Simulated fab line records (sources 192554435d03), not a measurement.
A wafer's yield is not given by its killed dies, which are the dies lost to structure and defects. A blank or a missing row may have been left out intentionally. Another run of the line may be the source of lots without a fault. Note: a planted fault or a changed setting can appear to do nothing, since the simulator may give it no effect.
Matching of chambers | flow n5-finfet | rie-diel-04 running N5_BEOL_M0_SAQP_DESCUM_45: 4 sister chambers
The step chemistry O2, time 7 s. 8 wafers are shown with their chamber, then 11 later ones without.

== WAFERS PAIRED WITH THEIR CHAMBERS ==
wafer  | chamber | showerhead-plenum-p-Torr (Torr) | throttle-valve-pct (%)
L074.1 | 1       | 1.93                            | 20.22
L077.3 | 2       | 2.13                            | 19.92
L078.5 | 0       | 2.06                            | 20.61
L078.6 | 3       | 1.99                            | 20.24
L087.1 | 2       | 2.12                            | 19.95
L087.4 | 3       | 1.98                            | 20.27
L087.5 | 0       | 2.05                            | 20.62
L088.1 | 1       | 1.93                            | 20.25

== WAFERS WITHOUT THEIR CHAMBER ==
wafer  | showerhead-plenum-p-Torr (Torr) | throttle-valve-pct (%)
L088.2 | 2.12                            | 19.96
L088.3 | 1.98                            | 20.27
L088.4 | 2.05                            | 20.63
L088.5 | 2.05                            | 20.63
L088.6 | 1.93                            | 20.25
L092.4 | 1.92                            | 20.25
L092.5 | 1.92                            | 20.26
L092.6 | 2.12                            | 19.94
L094.1 | 1.92                            | 20.27
L094.4 | 1.92                            | 20.27
L094.5 | 2.12                            | 19.95

== THE CHAMBER EACH PASSED THROUGH ==
wafer  | from the rows above | in truth
L088.2 | 2                   | 2
L088.3 | 3                   | 3
L088.4 | 0                   | 0
L088.5 | 0                   | 0
L088.6 | 1                   | 1
L092.4 | 1                   | 1
L092.5 | 1                   | 1
L092.6 | 2                   | 2
L094.1 | 1                   | 1
L094.4 | 1                   | 1
L094.5 | 2                   | 2
11 of 11 placed correctly. Left unplaced by these rows: 0. Number placed wrongly: 0.
How it was worked out, from the rows above alone: a wafer's distance from a chamber is the root of the sum, over the readings, of the square of ((its reading less the chamber's mean) divided by the reading's scatter). The wafer belongs to the nearest chamber; if the next one is less than 2 further off, it can't be placed. A chamber's mean is the mean of its shown wafers. The scatter: the root of (the sum of the squares of (reading less its chamber's mean) over the shown wafers, divided by (wafers less chambers)).
